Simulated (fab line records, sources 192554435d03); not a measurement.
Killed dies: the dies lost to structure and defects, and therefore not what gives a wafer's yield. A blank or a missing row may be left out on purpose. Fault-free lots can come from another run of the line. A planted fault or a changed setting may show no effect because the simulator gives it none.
Problem report, 8D (eight disciplines) form, completed by code || flow n5_finfet || the parts of the form that need people (team, actions taken, sign-off) are left out

## 1. WHAT WENT WRONG
Wafers without a fault read 1499.9 rpm, standard deviation 0.9; spin_speed_rpm at N5_BEOL_M3_COAT_22 reads a mean of 1336.7 rpm on 6 wafers belonging to 2 lots. That is -99 or more standard deviations from the usual mean.
The step: resist thk 30 nm.
Earliest sighting: wafer L511.1 on litho_track-05 at day 9 11:40. Wafers with a number at this step in the record: 30, from 10 lots. Rule for "out", or "out of limits": more than 4 standard deviations from the usual mean. The other wafers with a number count as sound.

## 2. WHAT IT IS AND WHAT IT IS NOT
{"question": "which readings at this step", "is": "spin_speed_rpm", "is not": "chill_plate_temp_C"}
{"question": "which lots", "is": "L511, L512", "is not": "L502, L504, L508, L509, L510, L522, L524, L525"}
{"question": "which wafers of those lots", "is": "all that have a number", "is not": "-"}
{"question": "read on which tools", "is": "litho_track-05", "is not": "litho_track-02"}
{"question": "when", "is": "from day 9 11:40", "is not": "up to then (15 sound wafers); but 9 sound wafers of L522, L524, L525 came after"}

## 3. THE SUSPECTS, EACH WITH WHAT RULES IT OUT
Counting: a tool stays on the suspect list if, at a process step up to the reading, it processed all lots that are out and no sound lot following the first of them.
- pecvd-01 at N5_BEOL_M2_DEP_57 (deposits SiCN from 3MS/NH3, target thk 8 nm, time 14 s): ruled out as a lasting fault. Sound lots L522, L524 ran on it after its first lot that is out, L511 (day 9 09:47).
- litho_track-05 at N5_BEOL_M3_COAT_22 (resist thk 30 nm): kept. All lots that are out passed through it, beginning with L511 at day 9 11:40, and no sound lot followed; its final sound lot before that point was L508 at day 8 14:14. Out on those wafers are its own readings of spin_speed_rpm.
Remaining after the count: litho_track-05 at N5_BEOL_M3_COAT_22.

## 4. THE CAUSE (what the simulator had put in)
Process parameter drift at N5_BEOL_M3_COAT_22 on litho_track-05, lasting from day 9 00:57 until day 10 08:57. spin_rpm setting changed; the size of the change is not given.
Only this tool survived the counting.

## 5. THE CHAIN OF EFFECTS, in route order
Each row: a reading whose mean over the struck wafers that have a number lies more than 3 standard deviations from the usual. Scope: only readings with a usual standard deviation given in the record; hours: median across lots of the time from each lot's start at the first step in this table that gives one to its start at this step; sigmas: change in usual standard deviations.
{"hours": 0, "step": "N5_BEOL_M3_COAT_22", "reading": "spin_speed_rpm", "usual": "1499.9 rpm", "on struck wafers": 1336.7, "change": -163.2, "sigmas": "-99 or more"}
Its process steps:
- N5_BEOL_M3_COAT_22: resist thk 30 nm.
At these later measuring or inspecting steps, every struck wafer for which the step has a row has a number for every such reading, and none has moved that far: N5_BEOL_M4_RC_MEAS_101.

## 6. WHAT WOULD HAVE CAUGHT IT SOONER
First out-of-limits reading in this record: day 9 11:40, which is 11 hours after fault onset at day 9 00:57.
